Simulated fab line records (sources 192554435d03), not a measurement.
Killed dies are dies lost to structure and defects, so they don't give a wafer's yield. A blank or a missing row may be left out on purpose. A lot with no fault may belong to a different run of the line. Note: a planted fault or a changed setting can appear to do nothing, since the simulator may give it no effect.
fab line records    flow n5-finfet
[record] lots = 24  wafers = 72  last-day = 18
route steps=1938 shown BEOL_M2@905 BEOL_M3@931
lots that met no fault: from a run of the same line without faults
start-h: start of the lot's first displayed wafer, in hours after the record's first day    wait-h: how many hours have passed since the lot's step before this one    " identical to the entry in the row above    L1.1+2: a row that stands for several wafers    - either no value or no given start    * or withheld: withheld    < > ~ a bound
route shown NAME@n: names a module that has steps shown in the file, with the first one's number in the route    usual: average and standard deviation across the fault-free wafers    same: alike in all rows    chamber/n: place in a boat    sites: readings site by site    _std_site: the standard deviation of these    _edge_site: the outer-site mean with the inner-site mean subtracted    radius-mm: for every site, how far away it sits from the centre of the wafer    mask NAME#n: copy n    behind: the tool/chamber that last shaped the wafer    hold: cause of the lot's hold/its duration in hours/its outcome    device: the n, p or np transistor that did not switch    end of line: the route-end tests of the same wafers    a step with no rows: only its recipe    killed: not the wafer's yield, but the dies lost to structure and defects at the first sort    map: the dies of a wafer, with x for killed, . for not killed, _ for no die there
set.NAME: the setting that was run; set.NAME@STEP: the one run at that earlier step    model.NAME: the simulator's own value behind a step, which no gauge read
one table for each step of the route and one row for each wafer, over a sample of lots
services: a tool's chamber out of use, with start hour (start-h, from the record's first day; less than 0 if before it), hours out, and reason
[[steps]]
[step N5_BEOL_M2_ANNEAL_49]
[recipe] temp-c = 400  time-s = 240  ambient = vacuum
[usual] heater-power-w = 858/68
lot.wafer  tool            chamber  start-h  wait-h  heater-power-w
L075.1     pvd-sputter-02  -        147.31   0.0     802
L075.3     "               -        "        "       868
L075.6     "               -        "        "       808
L076.3     pvd-sputter-03  -        151.27   0.0     890
L076.4     "               -        "        "       716
L076.6     "               -        "        "       754
L074.4     pvd-sputter-01  -        151.45   0.0     889
L074.5     "               -        "        "       966
L074.6     "               -        "        "       829
L077.1     pvd-sputter-02  -        163.35   0.0     905
L077.2     "               -        "        "       786
L077.6     "               -        "        "       858
L078.3     pvd-sputter-03  -        163.52   0.0     817
L078.4     "               -        "        "       933
L078.5     "               -        "        "       875
L079.1     pvd-sputter-03  -        166.88   0.0     929
L079.4     "               -        "        "       739
L079.5     "               -        "        "       724
L080.2     pvd-sputter-02  -        175.90   0.0     780
L080.3     "               -        "        "       861
L080.5     "               -        "        "       903
L081.2     pvd-sputter-02  -        187.97   0.0     786
L081.3     "               -        "        "       763
L081.6     "               -        "        "       882
L082.1     pvd-sputter-01  -        192.46   0.0     876
L082.4     "               -        "        "       956
L082.5     "               -        "        "       877
L083.1     pvd-sputter-03  -        200.02   0.0     821
L083.3     "               -        "        "       885
L083.4     "               -        "        "       961
L084.1     pvd-sputter-01  -        206.16   0.0     903
L084.3     "               -        "        "       969
L084.6     "               -        "        "       880
L085.1     pvd-sputter-02  -        219.16   0.0     892
L085.4     "               -        "        "       760
L085.5     "               -        "        "       903
L086.3     pvd-sputter-02  -        221.00   0.0     782
L086.5     "               -        "        "       876
L086.6     "               -        "        "       793
L088.2     pvd-sputter-03  -        224.45   0.0     826
L088.3     "               -        "        "       950
L088.4     "               -        "        "       869
L089.2     pvd-sputter-01  -        231.78   0.0     923
L089.3     "               -        "        "       860
L089.4     "               -        "        "       833
L087.1     pvd-sputter-02  -        231.97   0.0     850
L087.3     "               -        "        "       906
L087.5     "               -        "        "       772
L090.1     pvd-sputter-01  -        238.30   0.0     987
L090.3     "               -        "        "       896
L090.4     "               -        "        "       868
L091.3     pvd-sputter-01  -        243.74   0.0     931
L091.4     "               -        "        "       887
L091.5     "               -        "        "       933
L093.1     pvd-sputter-02  -        274.38   0.0     910
L093.4     "               -        "        "       787
L093.5     "               -        "        "       923
L092.4     pvd-sputter-03  -        276.85   0.0     869
L092.5     "               -        "        "       818
L092.6     "               -        "        "       916
L094.1     pvd-sputter-02  -        276.96   0.0     866
L094.2     "               -        "        "       787
L094.4     "               -        "        "       928
L095.2     pvd-sputter-01  -        277.17   0.0     820
L095.3     "               -        "        "       896
L095.6     "               -        "        "       877
L097.2     pvd-sputter-02  -        280.64   0.0     788
L097.3     "               -        "        "       863
L097.5     "               -        "        "       785
L096.3     pvd-sputter-01  -        283.60   0.0     887
L096.4     "               -        "        "       946
L096.5     "               -        "        "       985
[step N5_BEOL_M2_SPUTTER_90]
[recipe] material = Cu  target-thk-a = 45  temp-c = -20  chamber-pressure-pa = 0.07  power-w = withheld  time-s = 8.29
[usual] chuck-gas-flow-sccm = 1.25/0.05  throttle-valve-pct = 30.2/1.1
lot.wafer  tool            chamber  start-h  wait-h  chuck-gas-flow-sccm  throttle-valve-pct
L075.1     pvd-sputter-02  -        148.33   0.1     1.27                 29.7
L075.3     "               -        "        "       1.24                 31.3
L075.6     "               -        "        "       1.13                 29.6
L076.3     pvd-sputter-03  -        152.29   0.1     1.29                 31.4
L076.4     "               -        "        "       1.22                 29.0
L076.6     "               -        "        "       1.26                 29.2
L074.4     pvd-sputter-01  -        152.47   0.1     1.19                 31.2
L074.5     "               -        "        "       1.24                 28.8
L074.6     "               -        "        "       1.23                 29.7
L077.1     pvd-sputter-02  -        164.37   0.1     1.33                 31.3
L077.2     "               -        "        "       1.30                 29.7
L077.6     "               -        "        "       1.18                 30.8
L078.3     pvd-sputter-03  -        164.54   0.1     1.21                 29.1
L078.4     "               -        "        "       1.22                 31.6
L078.5     "               -        "        "       1.23                 31.5
L079.1     pvd-sputter-03  -        167.90   0.1     1.28                 31.3
L079.4     "               -        "        "       1.22                 29.1
L079.5     "               -        "        "       1.27                 29.4
L080.2     pvd-sputter-02  -        176.92   0.1     1.28                 29.6
L080.3     "               -        "        "       1.26                 31.3
L080.5     "               -        "        "       1.30                 31.3
L081.2     pvd-sputter-02  -        188.99   0.1     1.26                 30.8
L081.3     "               -        "        "       1.27                 29.4
L081.6     "               -        "        "       1.20                 31.4
L082.1     pvd-sputter-01  -        195.25   0.1     1.30                 30.9
L082.4     "               -        "        "       1.21                 28.8
L082.5     "               -        "        "       1.20                 31.1
L083.1     pvd-sputter-03  -        201.04   0.1     1.27                 28.9
L083.3     "               -        "        "       1.27                 31.5
L083.4     "               -        "        "       1.19                 31.4
L084.1     pvd-sputter-01  -        207.18   0.1     1.25                 28.7
L084.3     "               -        "        "       1.24                 28.9
L084.6     "               -        "        "       1.26                 31.1
L085.1     pvd-sputter-02  -        220.18   0.1     1.36                 31.1
L085.4     "               -        "        "       1.35                 31.0
L085.5     "               -        "        "       1.28                 31.3
L086.3     pvd-sputter-02  -        222.02   0.1     1.32                 30.7
L086.5     "               -        "        "       1.32                 31.3
L086.6     "               -        "        "       1.19                 29.4
L088.2     pvd-sputter-03  -        225.47   0.1     1.30                 28.7
L088.3     "               -        "        "       1.26                 31.6
L088.4     "               -        "        "       1.24                 31.6
L089.2     pvd-sputter-01  -        232.80   0.1     1.32                 28.8
L089.3     "               -        "        "       1.17                 31.0
L089.4     "               -        "        "       1.28                 29.4
L087.1     pvd-sputter-02  -        232.99   0.1     1.27                 30.9
L087.3     "               -        "        "       1.24                 31.4
L087.5     "               -        "        "       1.23                 31.1
L090.1     pvd-sputter-01  -        239.32   0.1     1.32                 28.8
L090.3     "               -        "        "       1.25                 28.6
L090.4     "               -        "        "       1.24                 31.3
L091.3     pvd-sputter-01  -        244.76   0.1     1.27                 28.7
L091.4     "               -        "        "       1.20                 31.1
L091.5     "               -        "        "       1.18                 28.8
L093.1     pvd-sputter-02  -        275.40   0.1     1.23                 31.0
L093.4     "               -        "        "       1.23                 29.4
L093.5     "               -        "        "       1.32                 31.1
L092.4     pvd-sputter-03  -        277.87   0.1     1.27                 31.5
L092.5     "               -        "        "       1.21                 28.9
L092.6     "               -        "        "       1.20                 31.7
L094.1     pvd-sputter-02  -        277.98   0.1     1.23                 31.1
L094.2     "               -        "        "       1.22                 29.7
L094.4     "               -        "        "       1.31                 31.0
L095.2     pvd-sputter-01  -        278.19   0.1     1.32                 29.7
L095.3     "               -        "        "       1.32                 28.9
L095.6     "               -        "        "       1.22                 31.2
L097.2     pvd-sputter-02  -        281.66   0.1     1.27                 29.6
L097.3     "               -        "        "       1.22                 31.0
L097.5     "               -        "        "       1.25                 30.9
L096.3     pvd-sputter-01  -        284.62   0.1     1.20                 31.2
L096.4     "               -        "        "       1.37                 28.9
L096.5     "               -        "        "       1.20                 28.9
[step N5_BEOL_M2_ANNEAL_51]
[recipe] temp-c = 225  time-s = 90  ambient = N2
[usual] wafer_temp_C_max = 225.82/0.25
lot.wafer  tool           chamber  start-h  wait-h  wafer_temp_C_max
L075.1     rtp-anneal-01  0        149.19   0.1     226.05
L075.3     "              0        "        "       225.56
L075.6     "              0        "        "       225.77
L076.3     rtp-anneal-02  0        153.24   0.1     225.71
L076.4     "              0        "        "       225.84
L076.6     "              0        "        "       225.45
L074.4     rtp-anneal-01  0        153.46   0.2     225.90
L074.5     "              0        "        "       225.64
L074.6     "              0        "        "       225.86
L077.1     rtp-anneal-02  0        165.22   0.1     226.00
L077.2     "              0        "        "       226.03
L077.6     "              0        "        "       225.91
L078.3     rtp-anneal-01  0        165.49   0.1     225.77
L078.4     "              0        "        "       225.60
L078.5     "              0        "        "       226.06
L079.1     rtp-anneal-02  0        168.87   0.2     225.47
L079.4     "              0        "        "       225.48
L079.5     "              0        "        "       225.33
L080.2     rtp-anneal-01  0        177.82   0.1     226.23
L080.3     "              0        "        "       225.96
L080.5     "              0        "        "       225.84
L081.2     rtp-anneal-01  0        189.89   0.1     226.01
L081.3     "              0        "        "       226.04
L081.6     "              0        "        "       226.37
L082.1     rtp-anneal-02  0        196.11   0.1     225.85
L082.4     "              0        "        "       225.82
L082.5     "              0        "        "       225.55
L083.1     rtp-anneal-01  0        201.89   0.1     225.93
L083.3     "              0        "        "       225.95
L083.4     "              0        "        "       225.87
L084.1     rtp-anneal-02  0        208.03   0.1     225.35
L084.3     "              0        "        "       225.31
L084.6     "              0        "        "       225.32
L085.1     rtp-anneal-01  0        221.03   0.1     225.76
L085.4     "              0        "        "       225.67
L085.5     "              0        "        "       225.91
L086.3     rtp-anneal-01  0        222.96   0.1     226.17
L086.5     "              0        "        "       225.76
L086.6     "              0        "        "       226.05
L088.2     rtp-anneal-01  0        226.40   0.1     225.86
L088.3     "              0        "        "       225.94
L088.4     "              0        "        "       226.19
L089.2     rtp-anneal-01  0        233.70   0.1     226.17
L089.3     "              0        "        "       225.76
L089.4     "              0        "        "       226.06
L087.1     rtp-anneal-01  0        233.92   0.1     225.74
L087.3     "              0        "        "       225.68
L087.5     "              0        "        "       225.84
L090.1     rtp-anneal-01  0        240.18   0.1     225.88
L090.3     "              0        "        "       226.16
L090.4     "              0        "        "       226.27
L091.3     rtp-anneal-02  0        245.71   0.1     225.99
L091.4     "              0        "        "       226.07
L091.5     "              0        "        "       225.62
L093.1     rtp-anneal-02  0        277.07   0.9     225.72
L093.4     "              0        "        "       225.61
L093.5     "              0        "        "       225.84
L094.1     rtp-anneal-01  0        278.84   0.1     225.93
L094.2     "              0        "        "       225.92
L094.4     "              0        "        "       225.75
L092.4     rtp-anneal-02  0        278.87   0.2     225.44
L092.5     "              0        "        "       225.76
L092.6     "              0        "        "       225.78
L095.2     rtp-anneal-01  0        279.15   0.2     226.57
L095.3     "              0        "        "       226.25
L095.6     "              0        "        "       226.17
L097.2     rtp-anneal-02  0        282.56   0.1     225.64
L097.3     "              0        "        "       225.75
L097.5     "              0        "        "       225.61
L096.3     rtp-anneal-02  0        285.57   0.1     225.71
L096.4     "              0        "        "       225.77
L096.5     "              0        "        "       225.59
[step N5_BEOL_M2_CMP_52]
[recipe] stop-on = SiOC  t-overpolish-s = 6.8  down-force-psi = 1  platen-rpm = 50  clearing-platen-down-force-psi = 1.5  clearing-platen-rpm = 50  post-cmp-clean = cu-alkaline  target-thk-nm = 40  clearing-platen-pad-velocity-m-s = 0.99484  pad-velocity-m-s = 0.99484
[usual] barrier-field-endpoint-s = 24.5/0.67  motor-current-A = 6.4/0.78  overpolish-run-s = 6.801/0.0091  pad-life-wafers = 1144/480  platen-rpm = 50.00/0.032  retaining-ring-pressure-frac = 1.001/0.0053  time-to-endpoint-s = 63/3.4
lot.wafer  tool    chamber  start-h  wait-h  barrier-field-endpoint-s  motor-current-A  overpolish-run-s  pad-life-wafers  platen-rpm  retaining-ring-pressure-frac  time-to-endpoint-s
L075.1     cmp-04  1        149.56   0.3     23.7                      5.1              6.819             206              49.98       0.998                         58
L075.3     "       2        "        "       25.5                      5.5              6.803             207              50.00       0.995                         67
L075.6     "       3        "        "       24.5                      6.5              6.830             -                49.99       1.002                         64
L076.3     cmp-02  2        153.52   0.2     23.0                      5.7              6.792             932              49.97       1.001                         58
L076.4     "       3        "        "       23.5                      5.8              6.804             933              50.02       0.999                         56
L076.6     "       1        "        "       23.3                      5.9              6.802             -                49.99       1.000                         59
L074.4     cmp-04  3        153.70   0.2     25.4                      6.2              6.811             260              50.02       1.001                         64
L074.5     "       1        "        "       23.8                      5.0              6.795             -                49.96       1.003                         62
L074.6     "       2        "        "       25.4                      5.5              6.804             -                50.02       0.991                         67
L077.2     cmp-03  1        165.57   0.3     25.2                      6.6              6.800             799              49.99       1.012                         68
L077.1     "       3        "        "       24.7                      7.2              6.793             801              50.02       0.995                         65
L077.6     "       0        "        "       24.6                      7.5              6.806             -                50.02       0.999                         63
L078.4     cmp-04  0        165.73   0.2     25.6                      5.4              6.803             349              50.04       1.001                         66
L078.3     "       2        "        "       26.0                      5.3              6.788             351              50.03       0.990                         69
L078.5     "       3        "        "       25.0                      6.2              6.809             -                49.98       0.996                         61
L079.4     cmp-02  2        169.17   0.1     24.4                      6.4              6.801             1056             49.95       1.005                         60
L079.1     "       1        "        "       24.3                      5.4              6.810             1059             49.97       0.992                         61
L079.5     "       2        "        "       25.3                      6.0              6.831             -                49.99       1.007                         58
L080.2     cmp-03  1        178.15   0.3     26.1                      6.3              6.791             902              49.98       1.004                         73
L080.3     "       2        "        "       25.7                      7.2              6.792             903              50.04       1.007                         70
L080.5     "       0        "        "       24.5                      7.5              6.804             -                49.97       1.006                         63
L081.2     cmp-04  0        190.39   0.5     23.9                      5.5              6.791             565              50.01       1.012                         58
L081.3     "       2        "        "       24.6                      5.3              6.797             567              50.06       0.997                         64
L081.6     "       0        "        "       24.2                      5.7              6.797             -                50.03       1.007                         60
L082.4     cmp-03  3        196.40   0.1     24.6                      7.6              6.806             1044             50.00       0.998                         66
L082.1     "       2        "        "       24.4                      7.1              6.802             1047             50.01       1.001                         66
L082.5     "       3        "        "       25.5                      7.3              6.810             -                50.02       1.000                         63
L083.3     cmp-02  1        202.19   0.2     24.7                      5.6              6.815             1278             49.97       0.990                         60
L083.1     "       3        "        "       24.2                      5.6              6.807             1280             50.01       0.996                         58
L083.4     "       0        "        "       25.5                      6.4              6.804             1281             50.06       1.008                         61
L084.1     cmp-03  1        208.33   0.3     24.4                      6.3              6.785             1110             49.96       1.004                         67
L084.3     "       0        "        "       23.4                      7.5              6.797             1113             50.00       0.995                         60
L084.6     "       1        "        "       24.6                      6.5              6.809             -                49.96       0.996                         67
L085.4     cmp-04  2        221.33   0.1     24.5                      5.3              6.799             804              50.01       0.999                         62
L085.1     "       1        "        "       23.0                      5.0              6.808             807              50.05       1.000                         57
L085.5     "       2        "        "       23.7                      5.7              6.802             -                50.03       0.996                         62
L086.3     cmp-02  2        223.29   0.3     23.5                      6.0              6.800             1461             49.98       1.004                         56
L086.5     "       3        "        "       24.4                      6.0              6.803             -                49.98       0.993                         59
L086.6     "       0        "        "       24.3                      6.6              6.801             -                50.00       1.000                         63
L088.4     cmp-03  0        226.65   0.1     24.9                      7.4              6.806             1242             50.00       0.992                         63
L088.2     "       1        "        "       24.8                      6.7              6.793             1243             49.99       1.003                         66
L088.3     "       2        "        "       25.8                      7.6              6.788             1244             50.00       0.996                         66
L089.4     cmp-03  3        233.99   0.2     24.8                      7.5              6.796             1309             49.97       0.996                         63
L089.3     "       0        "        "       24.5                      7.4              6.800             1310             49.97       1.003                         62
L089.2     "       1        "        "       24.4                      6.7              6.804             1311             49.98       1.009                         66
L087.1     cmp-03  2        234.40   0.4     25.2                      7.1              6.808             1320             49.96       1.001                         69
L087.3     "       3        "        "       25.4                      7.4              6.798             1321             49.90       1.002                         65
L087.5     "       3        "        "       25.3                      7.4              6.808             -                50.02       0.993                         65
L090.4     cmp-02  3        240.51   0.2     24.4                      6.2              6.794             1633             50.03       1.008                         62
L090.3     "       0        "        "       23.6                      6.1              6.793             1634             50.01       0.993                         60
L090.1     "       1        "        "       23.7                      5.6              6.790             1635             50.04       0.994                         60
L091.4     cmp-03  1        245.95   0.2     25.9                      6.5              6.795             1417             49.93       1.004                         69
L091.3     "       2        "        "       24.6                      6.8              6.785             1418             50.01       1.005                         65
L091.5     "       0        "        "       24.2                      7.2              6.800             -                50.02       1.006                         63
L093.4     cmp-02  2        277.44   0.2     24.2                      5.6              6.807             1957             49.98       1.003                         57
L093.1     "       0        "        "       24.3                      6.2              6.803             1959             49.96       1.002                         63
L093.5     "       2        "        "       23.6                      5.9              6.792             -                50.01       1.003                         57
L092.4     cmp-04  1        279.03   0.1     24.2                      5.2              6.806             1182             50.03       1.003                         59
L092.5     "       1        "        "       24.7                      5.1              6.813             -                49.99       1.010                         58
L092.6     "       2        "        "       25.4                      5.4              6.812             -                49.93       1.007                         65
L094.2     cmp-03  0        279.17   0.2     24.3                      7.5              6.802             1693             49.99       1.002                         64
L094.4     "       1        "        "       25.6                      6.1              6.796             1694             50.03       1.001                         69
L094.1     "       2        "        "       25.2                      7.0              6.796             1695             50.00       1.009                         69
L095.3     cmp-03  3        279.41   0.2     24.7                      7.2              6.795             1698             50.00       0.989                         62
L095.2     "       1        "        "       24.9                      6.6              6.809             1700             49.98       1.007                         66
L095.6     "       0        "        "       24.5                      7.6              6.813             -                50.01       1.003                         61
L097.3     cmp-04  3        282.83   0.2     24.8                      6.5              6.816             1230             50.01       0.994                         64
L097.2     "       0        "        "       24.7                      5.6              6.798             1231             49.96       0.998                         62
L097.5     "       3        "        "       24.8                      6.6              6.792             -                50.02       0.999                         62
L096.3     cmp-02  0        285.78   0.2     24.3                      6.5              6.796             1998             49.99       0.996                         65
L096.4     "       2        "        "       24.4                      6.0              6.812             2000             49.97       1.004                         61
L096.5     "       1        "        "       23.8                      5.7              6.801             -                49.97       1.000                         61
[step N5_BEOL_M3_ILD_DEP_00]
[recipe] material = SiOC  target-thk-a = 790  temp-c = 350  precursor = DEMS/O2  pressure-torr = 5  rf-w = 500  time-s = 15.3
[usual] heater-power-outer-w = 268/46  heater-power-w = 499/82  showerhead-plenum-p-Torr = 5.696/0.017  throttle-valve-pct = 12.1/0.79
lot.wafer  tool      chamber  start-h  wait-h  heater-power-outer-w  heater-power-w  showerhead-plenum-p-Torr  throttle-valve-pct
L075.1     pecvd-02  0        150.13   0.0     255                   485             5.710                     12.7
L075.3     "         1        "        "       216                   423             5.681                     13.2
L075.6     "         0        "        "       253                   502             5.691                     12.5
L076.3     pecvd-01  2        154.06   0.0     271                   567             5.669                     11.0
L076.4     "         1        "        "       333                   654             5.715                     12.9
L076.6     "         0        "        "       213                   410             5.699                     11.5
L074.4     pecvd-03  1        154.31   0.1     366                   587             5.705                     13.3
L074.5     "         2        "        "       271                   485             5.682                     11.1
L074.6     "         0        "        "       209                   347             5.708                     11.9
L077.1     pecvd-02  2        166.15   0.0     276                   523             5.691                     11.2
L077.2     "         0        "        "       205                   428             5.725                     12.6
L077.6     "         0        "        "       214                   445             5.700                     12.5
L078.3     pecvd-02  0        166.42   0.1     259                   526             5.703                     12.5
L078.4     "         2        "        "       244                   468             5.696                     11.3
L078.5     "         0        "        "       273                   519             5.696                     12.7
L079.1     pecvd-01  0        169.88   0.0     251                   463             5.693                     11.6
L079.4     "         0        "        "       264                   470             5.699                     11.6
L079.5     "         1        "        "       381                   676             5.718                     13.0
L080.2     pecvd-01  0        178.69   0.0     271                   490             5.702                     11.2
L080.3     "         2        "        "       266                   561             5.666                     11.2
L080.5     "         0        "        "       273                   488             5.706                     11.3
L081.2     pecvd-03  0        191.03   0.0     227                   370             5.698                     12.2
L081.3     "         1        "        "       308                   515             5.694                     13.4
L081.6     "         0        "        "       228                   370             5.695                     12.0
L082.1     pecvd-01  2        197.08   0.0     260                   560             5.681                     11.3
L082.4     "         1        "        "       340                   649             5.733                     13.0
L082.5     "         0        "        "       236                   447             5.697                     11.3
L083.1     pecvd-01  1        202.84   0.0     340                   647             5.732                     12.9
L083.3     "         0        "        "       211                   403             5.708                     11.4
L083.4     "         2        "        "       271                   560             5.675                     11.4
L084.1     pecvd-03  2        208.95   0.0     230                   441             5.685                     11.2
L084.3     "         0        "        "       240                   379             5.696                     12.0
L084.6     "         2        "        "       230                   450             5.686                     11.3
L085.1     pecvd-02  1        221.95   0.0     249                   457             5.689                     13.2
L085.4     "         2        "        "       282                   511             5.677                     11.5
L085.5     "         0        "        "       231                   465             5.704                     12.4
L086.3     pecvd-02  0        223.80   0.0     257                   510             5.715                     12.5
L086.5     "         1        "        "       244                   456             5.695                     13.4
L086.6     "         2        "        "       246                   476             5.689                     11.4
L088.2     pecvd-02  1        227.30   0.0     191                   378             5.682                     13.0
L088.3     "         0        "        "       262                   520             5.713                     12.7
L088.4     "         2        "        "       279                   522             5.693                     11.5
L089.2     pecvd-03  2        234.57   0.0     254                   467             5.667                     11.0
L089.3     "         0        "        "       269                   411             5.717                     11.9
L089.4     "         0        "        "       197                   322             5.701                     12.3
L087.1     pecvd-01  2        235.02   0.0     268                   563             5.679                     11.4
L087.3     "         0        "        "       252                   478             5.695                     11.6
L087.5     "         2        "        "       263                   574             5.670                     11.4
L090.1     pecvd-03  2        241.09   0.0     216                   418             5.677                     11.3
L090.3     "         0        "        "       211                   348             5.702                     11.9
L090.4     "         2        "        "       222                   425             5.690                     11.3
L091.3     pecvd-01  1        246.53   0.0     332                   661             5.738                     13.2
L091.4     "         2        "        "       240                   544             5.690                     11.2
L091.5     "         1        "        "       340                   659             5.715                     12.8
L093.1     pecvd-03  0        278.29   0.0     227                   364             5.694                     11.8
L093.4     "         1        "        "       359                   574             5.706                     13.4
L093.5     "         0        "        "       222                   360             5.695                     12.3
L092.4     pecvd-02  2        279.66   0.1     287                   529             5.688                     11.6
L092.5     "         0        "        "       262                   515             5.705                     12.2
L092.6     "         1        "        "       201                   401             5.689                     13.2
L094.1     pecvd-03  0        279.75   0.0     257                   412             5.692                     12.0
L094.2     "         1        "        "       360                   588             5.694                     13.4
L094.4     "         1        "        "       377                   605             5.715                     13.2
L095.2     pecvd-03  0        280.02   0.0     231                   378             5.683                     11.9
L095.3     "         2        "        "       268                   489             5.676                     11.5
L095.6     "         0        "        "       230                   373             5.697                     12.3
L097.2     pecvd-01  0        283.45   0.0     271                   475             5.705                     11.5
L097.3     "         1        "        "       327                   636             5.724                     12.9
L097.5     "         0        "        "       262                   485             5.699                     11.5
L096.3     pecvd-02  2        286.42   0.0     293                   528             5.683                     11.6
L096.4     "         1        "        "       253                   453             5.685                     12.9
L096.5     "         0        "        "       246                   500             5.719                     12.5
[step N5_BEOL_M3_CD_MEAS_11]
[recipe] target-cd-nm = 17.05  landing-energy-ev = 500  detector = se-inlens  polarity = opening
[usual] cd-nm = 17.09/0.22
lot.wafer  tool       chamber  start-h  wait-h  cd-nm
L075.1     cd-sem-02  0        150.84   -       17.44
L075.3     "          0        "        "       17.41
L075.6     "          0        "        "       17.20
L076.3     cd-sem-01  0        155.33   -       17.20
L076.4     "          0        "        "       16.78
L076.6     "          0        "        "       17.08
L074.4     cd-sem-03  0        155.37   -       17.38
L074.5     "          0        "        "       17.06
L074.6     "          0        "        "       17.27
L077.1     cd-sem-02  0        167.09   -       17.20
L077.2     "          0        "        "       17.20
L077.6     "          0        "        "       17.14
L078.3     cd-sem-03  0        168.42   -       17.39
L078.4     "          0        "        "       17.46
L078.5     "          0        "        "       17.24
L079.1     cd-sem-03  0        170.53   -       16.97
L079.4     "          0        "        "       16.69
L079.5     "          0        "        "       17.16
L080.2     cd-sem-01  0        179.53   -       16.95
L080.3     "          0        "        "       16.94
L080.5     "          0        "        "       16.75
L081.2     cd-sem-03  0        192.71   -       16.69
L081.3     "          0        "        "       17.35
L081.6     "          0        "        "       16.89
L082.1     cd-sem-01  0        199.35   -       17.01
L082.4     "          0        "        "       16.89
L082.5     "          0        "        "       17.16
L083.1     cd-sem-01  0        204.67   -       17.17
L083.3     "          0        "        "       17.40
L083.4     "          0        "        "       16.87
L084.1     cd-sem-02  0        209.89   -       17.43
L084.3     "          0        "        "       17.07
L084.6     "          0        "        "       16.90
L085.1     cd-sem-02  0        223.27   -       17.01
L085.4     "          0        "        "       16.91
L085.5     "          0        "        "       16.80
L086.3     cd-sem-02  0        224.48   -       17.08
L086.5     "          0        "        "       16.97
L086.6     "          0        "        "       16.80
L088.2     cd-sem-02  0        230.19   -       17.25
L088.3     "          0        "        "       17.12
L088.4     "          0        "        "       17.10
L089.2     cd-sem-01  0        237.14   -       17.17
L089.3     "          0        "        "       16.85
L089.4     "          0        "        "       17.16
L087.1     cd-sem-03  0        237.30   -       16.97
L087.3     "          0        "        "       16.99
L087.5     "          0        "        "       16.98
L090.1     cd-sem-01  0        242.86   -       17.05
L090.3     "          0        "        "       17.10
L090.4     "          0        "        "       17.21
L091.3     cd-sem-01  0        247.30   -       17.25
L091.4     "          0        "        "       17.31
L091.5     "          0        "        "       17.24
L093.1     cd-sem-01  0        279.92   -       16.86
L093.4     "          0        "        "       17.31
L093.5     "          0        "        "       17.08
L092.4     cd-sem-02  0        280.65   -       16.57
L092.5     "          0        "        "       17.16
L092.6     "          0        "        "       16.88
L094.1     cd-sem-01  0        280.99   -       16.97
L094.2     "          0        "        "       17.56
L094.4     "          0        "        "       17.07
L095.2     cd-sem-01  0        281.22   -       16.76
L095.3     "          0        "        "       17.01
L095.6     "          0        "        "       17.19
L097.2     cd-sem-03  0        284.12   -       17.15
L097.3     "          0        "        "       17.24
L097.5     "          0        "        "       17.03
L096.3     cd-sem-01  0        288.00   -       17.29
L096.4     "          0        "        "       17.06
L096.5     "          0        "        "       17.13
[[services]]
tool            chamber  start-h  hours  kind
pvd-sputter-01  -        129.13   1.9    repair
pvd-sputter-03  -        135.52   1.7    repair
cmp-02          -        140.98   2.3    repair
cmp-04          -        144.25   4.9    pm
pecvd-03        0        159.78   2.1    scheduled-down
pecvd-02        1        165.01   5.5    scheduled-down
pvd-sputter-03  -        172.58   5.0    repair
pecvd-02        2        183.09   2.1    scheduled-down
pecvd-02        2        186.39   16.3   repair
cmp-02          -        187.36   5.6    pm
pecvd-01        -        192.75   2.8    pm
pecvd-01        -        214.89   2.5    repair
cmp-04          -        225.44   6.5    pm
cmp-04          -        233.70   2.4    repair
cmp-02          -        241.21   2.3    repair
cmp-04          -        247.05   0.4    repair
pecvd-03        -        252.74   1.0    repair
pecvd-03        2        259.89   -      calibration
cmp-04          -        267.62   0.9    repair
rtp-anneal-01   -        272.61   3.5    pm
cmp-04          -        274.84   1.9    repair
cmp-02          -        277.63   3.8    repair
cmp-03          -        285.31   2.6    repair
[[key]]
fault none
